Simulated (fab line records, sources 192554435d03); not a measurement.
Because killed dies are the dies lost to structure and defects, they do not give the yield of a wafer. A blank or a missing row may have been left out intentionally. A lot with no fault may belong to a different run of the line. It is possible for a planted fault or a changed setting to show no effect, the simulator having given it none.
Shared-tool check / flow n5_finfet / 8 lots, 24 wafers sampled

## REASON IT WAS OPENED
On 2 of the 8 lots, a flag is raised at N5_PMOS_HMC_CHANNEL_EPI_INSPECT_30 on the reading raw_defect_count. Fault-free wafers read 18, with a standard deviation of 6.5.
Rule: a lot gets a flag if all its wafers with a number sit over 4 standard deviations from that mean, or if no wafer of it has a number. All remaining lots are regarded as sound.

lot=L435; measured=day 2 03:02; on=defect_inspect-02; raw_defect_count, wafer by wafer=26 28 10; flag=
lot=L445; measured=day 4 14:50; on=defect_inspect-02; raw_defect_count, wafer by wafer=20 15 14; flag=
lot=L446; measured=day 4 20:40; on=defect_inspect-01; raw_defect_count, wafer by wafer=10 6 19; flag=
lot=L447; measured=day 5 02:39; on=defect_inspect-02; raw_defect_count, wafer by wafer=1007 1002 1015; flag=FLAGGED
lot=L448; measured=day 5 08:52; on=defect_inspect-02; raw_defect_count, wafer by wafer=987 973 990; flag=FLAGGED
lot=L454; measured=day 6 22:10; on=defect_inspect-01; raw_defect_count, wafer by wafer=20 14 20; flag=
lot=L455; measured=day 7 04:00; on=defect_inspect-01; raw_defect_count, wafer by wafer=14 10 10; flag=
lot=L457; measured=day 7 16:40; on=defect_inspect-01; raw_defect_count, wafer by wafer=20 34 38; flag=
On average the flagged lots read 996, which is +978 against the usual, or +99 or more standard deviations.

## LOT BY LOT: THE TOOL USED
The record holds 2 process steps before the reading, out of a route of 1938 steps. Cell contents, in order: the tool; ch with the chambers the sampled wafers went through; the start.
lot=L435; flag=; N5_PMOS_HMC_CHANNEL_EPI_HM_OPEN_15=rie_diel-02 ch 0,1,3, day 1 23:48; N5_PMOS_HMC_CHANNEL_EPI_PRECLEAN_24=wet_bench-06 ch 3,4,7, day 2 02:31
lot=L445; flag=; N5_PMOS_HMC_CHANNEL_EPI_HM_OPEN_15=rie_diel-04 ch 0,2,3, day 4 12:05; N5_PMOS_HMC_CHANNEL_EPI_PRECLEAN_24=wet_bench-06 ch 0,3,7, day 4 14:19
lot=L446; flag=; N5_PMOS_HMC_CHANNEL_EPI_HM_OPEN_15=rie_diel-04 ch 2,3, day 4 17:55; N5_PMOS_HMC_CHANNEL_EPI_PRECLEAN_24=wet_bench-06 ch 3,5,6, day 4 20:08
lot=L447; flag=FLAGGED; N5_PMOS_HMC_CHANNEL_EPI_HM_OPEN_15=rie_diel-01 ch 0,3, day 4 23:29; N5_PMOS_HMC_CHANNEL_EPI_PRECLEAN_24=wet_bench-06 ch 1,4,7, day 5 02:07
lot=L448; flag=FLAGGED; N5_PMOS_HMC_CHANNEL_EPI_HM_OPEN_15=rie_diel-02 ch 0,2, day 5 05:46; N5_PMOS_HMC_CHANNEL_EPI_PRECLEAN_24=wet_bench-06 ch 0,5,6, day 5 08:27
lot=L454; flag=; N5_PMOS_HMC_CHANNEL_EPI_HM_OPEN_15=rie_diel-01 ch 1,2,3, day 6 18:27; N5_PMOS_HMC_CHANNEL_EPI_PRECLEAN_24=wet_bench-03 ch 0,6,7, day 6 21:38
lot=L455; flag=; N5_PMOS_HMC_CHANNEL_EPI_HM_OPEN_15=rie_diel-02 ch 1,2,3, day 7 00:50; N5_PMOS_HMC_CHANNEL_EPI_PRECLEAN_24=wet_bench-01 ch 0,4,5, day 7 03:28
lot=L457; flag=; N5_PMOS_HMC_CHANNEL_EPI_HM_OPEN_15=rie_diel-01 ch 1,3, day 7 13:52; N5_PMOS_HMC_CHANNEL_EPI_PRECLEAN_24=wet_bench-01 ch 0,5,6, day 7 16:08
These steps, and what they do:
- N5_PMOS_HMC_CHANNEL_EPI_HM_OPEN_15: chemistry CHF3/O2, target SiO2, target depth 40.6 nm, time 20.3 s.
- N5_PMOS_HMC_CHANNEL_EPI_PRECLEAN_24: cleans in DHF, time 30 s.
- N5_PMOS_HMC_CHANNEL_EPI_INSPECT_30: inspects for defects (darkfield).

## FLAGGED OVER TOTAL, TOOL BY TOOL (the gauges that took the reading come last)
step=N5_PMOS_HMC_CHANNEL_EPI_HM_OPEN_15; tool=rie_diel-01; lots run=3; flagged=1; share of the flagged lots=some; sound lots run after its first flagged lot=2 (L454,L457)
step=N5_PMOS_HMC_CHANNEL_EPI_HM_OPEN_15; tool=rie_diel-02; lots run=3; flagged=1; share of the flagged lots=some; sound lots run after its first flagged lot=1 (L455)
step=N5_PMOS_HMC_CHANNEL_EPI_HM_OPEN_15; tool=rie_diel-04; lots run=2; flagged=0; share of the flagged lots=none; sound lots run after its first flagged lot=-
step=N5_PMOS_HMC_CHANNEL_EPI_PRECLEAN_24; tool=wet_bench-01; lots run=2; flagged=0; share of the flagged lots=none; sound lots run after its first flagged lot=-
step=N5_PMOS_HMC_CHANNEL_EPI_PRECLEAN_24; tool=wet_bench-03; lots run=1; flagged=0; share of the flagged lots=none; sound lots run after its first flagged lot=-
step=N5_PMOS_HMC_CHANNEL_EPI_PRECLEAN_24; tool=wet_bench-06; lots run=5; flagged=2; share of the flagged lots=all; sound lots run after its first flagged lot=0
step=N5_PMOS_HMC_CHANNEL_EPI_INSPECT_30; tool=defect_inspect-01; lots run=4; flagged=0; share of the flagged lots=none; sound lots run after its first flagged lot=-
step=N5_PMOS_HMC_CHANNEL_EPI_INSPECT_30; tool=defect_inspect-02; lots run=4; flagged=2; share of the flagged lots=all; sound lots run after its first flagged lot=0

## WHAT IS ALLOWED BY THE TABLE
2 rows of the table ran every flagged lot: wet_bench-06 at N5_PMOS_HMC_CHANNEL_EPI_PRECLEAN_24, defect_inspect-02 at N5_PMOS_HMC_CHANNEL_EPI_INSPECT_30.
- wet_bench-06 at N5_PMOS_HMC_CHANNEL_EPI_PRECLEAN_24: 2 of its 5 lots flagged. Last sound lot L446 at day 4 20:08, first flagged lot L447 at day 5 02:07; a fault beginning in between fits.
- defect_inspect-02 at N5_PMOS_HMC_CHANNEL_EPI_INSPECT_30: 2 of its 4 lots flagged. Last sound lot L445 at day 4 14:50, first flagged lot L447 at day 5 02:39; a fault beginning in between fits.
These 2 tools cannot be told apart by counting lots, since each of them fits a fault that started at some hour. More lots, or a look at what each step does to the wafer, might.

## WHAT HAD BEEN PUT IN BY THE SIMULATOR
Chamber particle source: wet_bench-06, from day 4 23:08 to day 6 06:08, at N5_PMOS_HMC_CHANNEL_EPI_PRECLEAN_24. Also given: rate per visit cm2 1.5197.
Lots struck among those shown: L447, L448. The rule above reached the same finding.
